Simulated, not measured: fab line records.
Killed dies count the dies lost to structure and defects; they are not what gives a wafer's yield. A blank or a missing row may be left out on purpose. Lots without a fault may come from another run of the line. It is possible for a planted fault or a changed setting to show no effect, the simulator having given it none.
Matching of chambers    flow n5-finfet    N5_HKMG_FIN_ETCH_54 on rie-diel-03: 4 sister chambers
The step etches SiARC in CF4, target depth 45.5 nm, time 75.8 s. 22 wafers are shown with their chamber, then 11 later ones without.

WAFERS, EACH WITH ITS CHAMBER
wafer   chamber  drypump-motor-current-A (A)  showerhead-plenum-p-Torr (Torr)  throttle-valve-pct (%)
L074.1  2        5.3                          2.08                             15.25
L074.3  0        5.6                          2.05                             15.58
L074.6  3        6.5                          2.21                             15.57
L076.1  2        5.3                          2.08                             15.23
L076.4  3        6.5                          2.21                             15.60
L076.5  2        5.3                          2.08                             15.23
L077.1  1        5.2                          2.20                             15.60
L077.4  0        5.6                          2.05                             15.60
L077.5  2        5.3                          2.07                             15.26
L080.1  3        6.5                          2.21                             15.59
L080.4  2        5.3                          2.07                             15.24
L080.6  3        6.5                          2.21                             15.59
L081.1  0        5.7                          2.04                             15.61
L081.3  2        5.3                          2.07                             15.26
L081.4  1        5.2                          2.20                             15.63
L083.2  0        5.6                          2.04                             15.63
L083.4  3        6.5                          2.21                             15.60
L083.6  0        5.7                          2.04                             15.60
L085.2  1        5.2                          2.19                             15.64
L085.3  0        5.6                          2.04                             15.61
L085.4  2        5.3                          2.07                             15.26
L088.1  0        5.7                          2.04                             15.64

SIGNATURES (means of the wafers above)
reading                   chamber 0  chamber 1  chamber 2  chamber 3  scatter within a chamber
drypump-motor-current-A   5.643      5.200      5.300      6.500      0.0309
showerhead-plenum-p-Torr  2.0429     2.1967     2.0743     2.2100     0.0046
throttle-valve-pct        15.6100    15.6233    15.2471    15.5900    0.0167
Rule: for each reading, subtract the chamber's mean from the wafer's reading, divide by that reading's scatter and square the result; add these up over the readings and take the root, which gives the wafer's distance from the chamber. If the next closest chamber is less than 2 further off than the closest, the wafer can't be placed; otherwise it belongs to the closest. The scatter: the root of (the sum of the squares of (reading less its chamber's mean) over the shown wafers, divided by (wafers less chambers)).

WAFERS WITHOUT THEIR CHAMBER
wafer   drypump-motor-current-A (A)  showerhead-plenum-p-Torr (Torr)  throttle-valve-pct (%)
L088.3  6.5                          2.21                             15.62
L088.6  5.3                          2.07                             15.27
L090.3  6.5                          2.21                             15.63
L090.4  5.2                          2.19                             15.66
L090.5  5.2                          2.19                             15.66
L092.1  5.6                          2.04                             15.65
L092.2  6.5                          2.20                             15.62
L092.6  5.3                          2.07                             15.30
L095.2  5.7                          2.03                             15.67
L095.5  5.7                          2.04                             15.65
L095.6  5.3                          2.06                             15.31

EACH ONE'S CHAMBER
wafer   from the rows above  in truth
L088.3  3                    3
L088.6  2                    2
L090.3  3                    3
L090.4  1                    1
L090.5  1                    1
L092.1  0                    0
L092.2  3                    3
L092.6  2                    2
L095.2  0                    0
L095.5  0                    0
L095.6  2                    2
11 of 11 placed correctly. Number that these rows cannot place: 0. Number placed wrongly: 0.
